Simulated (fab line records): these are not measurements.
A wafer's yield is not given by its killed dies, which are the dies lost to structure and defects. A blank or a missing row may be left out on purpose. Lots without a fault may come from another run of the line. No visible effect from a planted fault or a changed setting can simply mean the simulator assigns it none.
Chamber matching ; flow nand-harc ; 4 sister chambers for NHARC_A_DECK1_JOINT_CMP_13 on cmp-02
The step polishes, target thk 51.023 nm. 8 wafers are shown with their chamber, then 7 later ones without.

== WAFERS WITH THEIR CHAMBER ==
wafer;chamber;motor-current-A (A);time-to-endpoint-s (s)
L078.1;2;11.7;11.1
L078.5;1;13.5;7.4
L080.5;2;11.4;11.3
L086.2;1;13.6;5.3
L086.5;0;10.8;5.6
L086.6;3;12.6;10.4
L091.2;3;13.0;12.4
L091.3;0;10.9;9.7

== WAFERS WITH NO CHAMBER GIVEN ==
wafer;motor-current-A (A);time-to-endpoint-s (s)
L091.4;12.0;10.1
L095.1;13.7;8.3
L095.3;10.6;14.2
L095.4;11.3;13.3
L096.1;11.5;11.5
L096.3;10.1;10.6
L096.5;12.1;11.2

== THE CHAMBER EACH PASSED THROUGH ==
wafer;from the rows above;in truth
L091.4;can't be placed: 2 or 3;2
L095.1;1;1
L095.3;can't be placed: 0 or 2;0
L095.4;2;2
L096.1;2;2
L096.3;0;0
L096.5;can't be placed: 2 or 3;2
Correct placement for 4 of the 7. Cannot be placed on the basis of these rows: 3; the candidates contain the true chamber in 3. Number placed wrongly: 0.
How it was worked out, from the rows above alone: a wafer's distance from a chamber is the root of the sum, over the readings, of the square of ((its reading less the chamber's mean) divided by the reading's scatter). If the next closest chamber is less than 2 further off than the closest, the wafer can't be placed; otherwise it belongs to the closest. Each chamber's mean is taken over the wafers shown for it. How the scatter is found: for the shown wafers, subtract from each reading the mean of its chamber, square and add these, divide the total by (wafers less chambers), then take the root.
